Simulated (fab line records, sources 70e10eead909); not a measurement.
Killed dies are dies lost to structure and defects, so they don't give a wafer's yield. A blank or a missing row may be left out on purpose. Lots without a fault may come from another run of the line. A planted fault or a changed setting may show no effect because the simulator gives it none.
fab line records | flow nand_harc
record lots=11 wafers=31 last_day=32
route steps=1302 shown A_CONTACT@1098 A_BLC@1116
lots that met no fault: from a run of the same line without faults
start_h: hours from the record's first day to the start of the lot's first wafer shown | wait_h: hours since the lot's step before | " the same as in the row above | L1.1+2: a row that stands for several wafers | - no value, or no start given | * or withheld: withheld | < > ~ a bound
route shown NAME@n: a module of which the file shows steps, and the number in the route of the first | usual: mean/standard deviation of fault-free wafers | same: alike in all rows | chamber/n: place in a boat | sites: the reading at each site | _std_site: their standard deviation | _edge_site: outer sites' mean less inner sites' | radius_mm: how far each site lies from the wafer's centre | mask NAME#n: copy n | behind: the tool/chamber that last shaped the wafer | hold: why the lot was held/for how many hours/how that ended | device: the transistor (n, p or np) that didn't switch | end of line: the same wafers' tests at the end of the route | a step without rows: its recipe alone | killed: dies lost to structure and defects at the first sort, not the wafer's yield | map: a wafer's dies, x killed, . not, _ none there
set.NAME: the setting as run; set.NAME@STEP: as run at that earlier step | model.NAME: the simulator's own value behind a step, which no gauge read
steps of the route over a sample of lots; a table a step, a row a wafer
services: from which hour (start_h, from the record's first day; less than 0 if before it) a tool's chamber was out of use, for how many hours, and why
## steps
# step NHARC_A_CONTACT_ETCH_110
# recipe target_depth_a=600 overetch_a=60 time_s=33 ion_energy_ev=100 cf4_flow_sccm=80 o2_flow_sccm=20 ar_flow_sccm=0 rf_w=300 bias_w=100 chemistry=CF4/O2
# usual bias_w=100.03/0.28 drypump_motor_current_A=5.6/0.38 oes_o_777_au=1.001/0.0045 oes_product_au=1.001/0.0094 rf_vpp_V=197.4/1.5 showerhead_plenum_p_Torr=1.31/0.061 throttle_valve_pct=13.398/0.008
# columns lot.wafer tool chamber start_h wait_h bias_w drypump_motor_current_A oes_o_777_au oes_product_au rf_hours_counter_h rf_vpp_V showerhead_plenum_p_Torr throttle_valve_pct
L696.3 rie_diel-02 1 500.27 0.1 100.37 6.2 1.004 1.009 21 197.4 1.29 13.398
L696.5 " 2 " " 99.82 5.4 0.997 0.984 - 196.7 1.28 13.409
L696.6 " 3 " " 99.86 5.8 0.993 0.995 - 196.7 1.29 13.387
L697.2 rie_diel-02 3 515.98 0.1 99.97 5.9 1.002 1.001 21 197.4 1.29 13.408
L697.4 " 1 " " 99.72 6.2 1.003 1.012 23 197.6 1.29 13.403
L697.5 " 0 " " 99.66 5.7 1.001 0.998 - 196.1 1.24 13.401
L698.4 rie_diel-02 0 545.11 0.1 100.27 5.7 1.004 1.002 27 196.4 1.24 13.396
L698.3 " 3 " " 99.90 5.8 1.001 1.007 26 195.5 1.29 13.391
L698.5 " 0 " " 100.45 5.7 1.001 0.993 - 195.2 1.24 13.417
L704.1 rie_diel-02 1 591.68 0.1 99.76 6.2 1.007 1.007 6 197.0 1.29 13.400
L704.2 " 2 " " 100.45 5.5 1.001 1.004 7 196.7 1.27 13.394
L704.6 " 2 " " 99.90 5.5 0.999 0.998 - 197.4 1.28 13.386
L705.2 rie_diel-02 3 596.14 0.1 99.70 5.8 1.003 1.005 9 196.5 1.29 13.401
L705.4 " 0 " " 100.20 5.7 1.002 0.994 7 197.3 1.24 13.412
L705.1 " 1 " " 100.40 6.2 1.004 0.994 7 196.6 1.29 13.390
L710.4 rie_diel-02 2 626.31 0.1 99.70 5.4 1.002 0.992 14 195.9 1.27 13.382
L710.6 " 1 " " 100.48 6.2 0.998 0.997 - 196.5 1.29 13.400
L711.4 rie_diel-02 1 633.19 0.1 100.52 6.2 1.000 0.993 14 198.0 1.29 13.385
L711.6 " 2 " " 99.76 5.4 1.006 0.997 - 197.0 1.27 13.396
L715.4 rie_diel-01 1 693.96 0.1 100.10 5.8 1.004 1.006 49 199.2 1.43 13.393
L715.6 " 3 " " 99.98 5.5 1.002 1.011 - 198.7 1.36 13.401
L715.5 " 0 " " 99.73 4.9 1.002 1.005 - 196.3 1.29 13.395
L717.4 rie_diel-02 0 707.30 0.1 99.90 5.7 0.993 0.995 21 195.1 1.23 13.383
L717.2 " 1 " " 99.60 6.2 0.991 1.005 25 196.5 1.28 13.402
L717.1 " 2 " " 99.91 5.4 0.997 0.997 28 196.2 1.27 13.392
L716.4 rie_diel-02 3 711.44 0.1 100.14 5.8 1.002 0.984 29 196.3 1.29 13.409
L716.2 " 0 " " 100.24 5.7 0.995 0.994 22 196.6 1.23 13.396
L716.5 " 3 " " 99.88 5.8 0.998 0.998 - 196.4 1.29 13.395
L718.2 rie_diel-02 2 717.89 0.0 99.58 5.4 1.001 1.002 30 196.5 1.27 13.403
L718.1 " 0 " " 99.94 5.7 0.991 0.995 24 196.5 1.23 13.404
L718.3 " 1 " " 100.03 6.2 0.988 1.010 28 197.0 1.28 13.395
# step NHARC_A_CONTACT_STRIP_26
# recipe o2_flow_sccm=500 ar_flow_sccm=0 bias_w=0 chemistry=O2
# usual drypump_motor_current_A=5.7/0.41 oes_product_au=1.002/0.0083 rf_vpp_V=57.6/0.98 showerhead_plenum_p_Torr=3.47/0.15 throttle_valve_pct=17.035/0.0097
# same bias_w=0
# columns lot.wafer tool chamber start_h wait_h drypump_motor_current_A oes_product_au rf_hours_counter_h rf_vpp_V showerhead_plenum_p_Torr throttle_valve_pct
L696.3 rie_diel-02 0 - - 5.7 1.001 21 57.6 3.28 17.043
L696.5 " 1 " " 6.2 1.014 - 55.7 3.41 17.054
L696.6 " 2 " " 5.4 0.996 - 57.6 3.39 17.046
L697.2 rie_diel-02 0 - - 5.7 0.991 23 54.6 3.28 17.037
L697.4 " 1 " " 6.2 1.005 23 57.3 3.41 17.038
L697.5 " 0 " " 5.8 1.001 - 56.9 3.28 17.049
L698.4 rie_diel-02 0 - - 5.7 0.988 27 56.3 3.28 17.015
L698.3 " 3 " " 5.9 1.013 26 58.9 3.42 17.043
L698.5 " 1 " " 6.2 1.011 - 57.3 3.41 17.032
L704.1 rie_diel-02 1 - - 6.2 1.009 6 57.1 3.41 17.032
L704.2 " 0 " " 5.7 0.989 6 57.4 3.27 17.047
L704.6 " 1 " " 6.2 1.007 - 57.0 3.41 17.017
L705.1 rie_diel-02 1 - - 6.2 1.010 7 57.0 3.41 17.032
L705.4 " 3 " " 5.9 0.996 9 58.3 3.42 17.021
L705.2 " 0 " " 5.7 0.986 7 57.1 3.27 17.032
L710.4 rie_diel-02 3 - - 5.9 1.006 15 56.7 3.41 17.026
L710.6 " 1 " " 6.2 1.001 - 56.9 3.40 17.035
L711.4 rie_diel-02 2 - - 5.4 1.004 15 58.7 3.37 17.034
L711.6 " 0 " " 5.7 0.993 - 56.2 3.27 17.044
L715.4 rie_diel-01 1 - - 5.8 1.011 49 59.5 3.78 17.018
L715.6 " 3 " " 5.5 1.006 - 57.4 3.59 17.031
L715.5 " 0 " " 4.9 1.018 - 58.8 3.42 17.027
L717.2 rie_diel-02 1 - - 6.2 1.004 25 57.3 3.40 17.053
L717.1 " 2 " " 5.5 0.991 28 57.1 3.37 17.036
L717.4 " 0 " " 5.7 1.009 22 56.1 3.27 17.027
L716.2 rie_diel-02 2 - - 5.4 1.001 28 57.4 3.37 17.031
L716.4 " 1 " " 6.2 1.008 26 56.1 3.40 17.044
L716.5 " 3 " " 5.9 0.997 - 57.4 3.41 17.047
L718.1 rie_diel-02 2 - - 5.5 1.008 30 57.4 3.37 17.038
L718.2 " 3 " " 5.9 0.993 31 57.8 3.41 17.036
L718.3 " 0 " " 5.7 1.003 24 56.9 3.27 17.047
# step NHARC_A_BLC_DEVELOP_09
# recipe develop_time_s=35 dev_temp_c=23
# columns lot.wafer tool chamber start_h wait_h
L696.3+5+6 litho_track-06 0 502 -
L697.2+4+5 litho_track-04 0 518 -
L698.3+4+5 litho_track-01 0 547 -
L704.1+2+6 litho_track-01 0 594 -
L705.1+2+4 litho_track-01 0 598 -
L710.4+6 litho_track-01 0 628 -
L711.4+6 litho_track-01 0 635 -
L715.4+5+6 litho_track-01 0 696 -
L717.1+2+4 litho_track-01 0 709 -
L716.2+4+5 litho_track-01 0 714 -
L718.1+2+3 litho_track-01 0 720 -
# step NHARC_A_BLC_CD_MEAS_10
# recipe target_cd_nm=100 landing_energy_ev=500
# usual cd_nm=99.8/0.62
# columns lot.wafer tool chamber start_h wait_h cd_nm
L696.3 cd_sem-03 0 502.78 - 99.8
L696.5 " 0 " " 100.3
L696.6 " 0 " " 99.7
L697.2 cd_sem-01 0 518.64 - 99.2
L697.4 " 0 " " 100.1
L697.5 " 0 " " 100.3
L698.3 cd_sem-02 0 547.66 - 99.1
L698.4 " 0 " " 98.9
L698.5 " 0 " " 99.5
L704.1 cd_sem-03 0 594.19 - 99.6
L704.2 " 0 " " 100.0
L704.6 " 0 " " 99.4
L705.1 cd_sem-03 0 598.67 - 100.0
L705.2 " 0 " " 99.8
L705.4 " 0 " " 100.3
L710.4 cd_sem-01 0 628.83 - 96.6
L710.6 " 0 " " 99.7
L711.4 cd_sem-01 0 635.87 - 97.4
L711.6 " 0 " " 100.1
L715.4 cd_sem-02 0 696.62 - 100.2
L715.5 " 0 " " 99.8
L715.6 " 0 " " 100.3
L717.1 cd_sem-01 0 709.83 - 99.0
L717.2 " 0 " " 99.0
L717.4 " 0 " " 99.4
L716.2 cd_sem-03 0 714.64 - 99.5
L716.4 " 0 " " 99.6
L716.5 " 0 " " 99.5
L718.1 cd_sem-01 0 720.56 - 99.0
L718.2 " 0 " " 99.1
L718.3 " 0 " " 98.8
# step NHARC_A_BLC_ETCH_17
# recipe target_depth_a=3900 over_etch_frac=0.25 time_s=609.38 ion_energy_ev=200 n2_flow_sccm=150 h2_flow_sccm=150 ar_flow_sccm=0 rf_w=400 bias_w=150 chemistry=N2/H2
# usual bias_w=150.0/0.45 drypump_motor_current_A=5.9/0.4 oes_product_au=0.994/0.0094 rf_vpp_V=432.0/2.2 showerhead_plenum_p_Torr=2.09/0.071 throttle_valve_pct=14.171/0.0088
# columns lot.wafer tool chamber start_h wait_h bias_w drypump_motor_current_A oes_product_au rf_hours_counter_h rf_vpp_V showerhead_plenum_p_Torr throttle_valve_pct
L696.3 rie_diel-12 1 - - 150.5 5.5 0.999 3 434.0 2.14 14.169
L696.5 " 1 " " 150.8 5.5 0.986 - 433.4 2.15 14.178
L696.6 " 2 " " 150.5 5.8 0.999 - 433.5 2.16 14.173
L697.2 rie_diel-12 0 - - 149.9 5.6 0.994 4 428.7 2.00 14.168
L697.4 " 3 " " 150.4 5.9 0.981 4 432.7 2.14 14.170
L697.5 " 1 " " 149.8 5.5 0.992 - 432.9 2.15 14.170
L698.3 rie_diel-09 0 - - 149.9 6.1 1.007 6 430.6 2.07 14.153
L698.4 " 1 " " 149.3 6.2 0.978 6 434.8 2.13 14.173
L698.5 " 1 " " 149.9 6.2 0.981 - 432.6 2.13 14.192
L704.1 rie_diel-09 0 - - 150.0 6.1 0.994 10 430.9 2.07 14.164
L704.2 " 2 " " 150.1 5.7 0.973 9 433.9 2.17 14.163
L704.6 " 1 " " 149.8 6.2 0.979 - 433.4 2.13 14.190
L705.1 rie_diel-09 1 - - 149.3 6.2 0.976 11 433.5 2.13 14.173
L705.2 " 2 " " 150.1 5.8 0.977 9 432.9 2.17 14.174
L705.4 " 3 " " 150.3 6.8 0.997 10 428.9 2.02 14.151
L710.4 rie_diel-12 1 - - 149.6 5.5 0.996 2 434.3 2.14 14.180
L710.6 " 3 " " 150.1 5.9 0.992 - 434.1 2.14 14.175
L711.4 rie_diel-08 0 - - 150.6 4.9 1.008 31 429.6 2.05 14.178
L711.6 " 3 " " 149.1 5.8 0.989 - 427.8 1.93 14.170
L715.4 rie_diel-09 0 - - 150.2 6.1 0.990 3 431.9 2.07 14.175
L715.5 " 3 " " 149.1 6.8 0.998 - 431.0 2.01 14.160
L715.6 " 0 " " 150.2 6.1 0.993 - 431.4 2.07 14.168
L717.2 rie_diel-09 0 - - 150.0 6.1 0.987 6 430.2 2.07 14.170
L717.4 " 1 " " 150.1 6.2 0.977 5 431.8 2.13 14.166
L717.1 " 2 " " 149.7 5.7 0.992 4 433.9 2.16 14.173
L716.2 rie_diel-12 0 - - 150.6 5.5 1.006 7 430.5 1.99 14.164
L716.4 " 1 " " 149.9 5.5 1.003 7 431.6 2.14 14.162
L716.5 " 0 " " 149.4 5.6 0.999 - 428.2 2.00 14.163
L718.2 rie_diel-09 3 - - 150.4 6.8 0.990 6 430.9 2.01 14.174
L718.3 " 0 " " 150.6 6.1 0.998 7 431.1 2.07 14.169
L718.1 " 2 " " 149.5 5.8 0.993 5 432.7 2.16 14.193
## services
# columns tool chamber start_h hours kind
rie_diel-02 0 477.03 - clean
rie_diel-02 1 477.03 - clean
rie_diel-02 2 477.03 - clean
litho_track-01 - 481.00 7.0 pm
rie_diel-12 2 489.00 7.9 repair
litho_track-06 - 505.00 7.0 pm
rie_diel-08 - 521.13 9.0 pm
rie_diel-09 2 521.95 9.6 repair
litho_track-04 - 529.00 7.0 pm
rie_diel-08 0 531.37 11.6 repair
rie_diel-01 - 534.69 9.0 pm
rie_diel-08 2 535.16 2.0 repair
rie_diel-02 - 546.98 9.0 pm
rie_diel-12 - 598.40 9.0 pm
rie_diel-09 3 606.88 3.6 repair
rie_diel-09 2 637.68 11.5 repair
rie_diel-02 0 642.01 23.0 repair
rie_diel-09 - 650.18 9.0 pm
litho_track-01 - 656.00 7.0 pm
rie_diel-08 2 658.05 8.9 repair
litho_track-06 - 680.00 7.0 pm
rie_diel-08 - 698.13 9.0 pm
litho_track-04 - 704.00 7.0 pm
rie_diel-01 - 711.69 9.0 pm
## key
first_sign step=NHARC_A_BLC_CD_MEAS_10 reading=cd_nm direction=down sigmas=4.6 usual=99.8 struck=97.0
effect none on later readings
met_at NHARC_A_BLC_DEVELOP_09
struck_lots L710,L711
struck_wafers L710.4,L711.4
tester_left_out L710,L711
not_acting_at NHARC_A_CONTACT_ETCH_110,NHARC_A_CONTACT_STRIP_26,NHARC_A_BLC_ETCH_17
onset_between 598 628
fault kind=process_parameter_drift tool=litho_track-01 chamber=- onset_h=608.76 steps=NHARC_A_BLC_DEVELOP_09 channel=develop_time_s offset=* shape=step end_h=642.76 scope=struck_wafers_only acts_in=* stated=*
# tester_left_out: of these lots the tester's yield and bins aren't shown, on N5 and GAA mostly nor the transistor test; their killed dies are dies lost to structure and defects alone, not to doping, threshold or leakage, so they don't give the yield
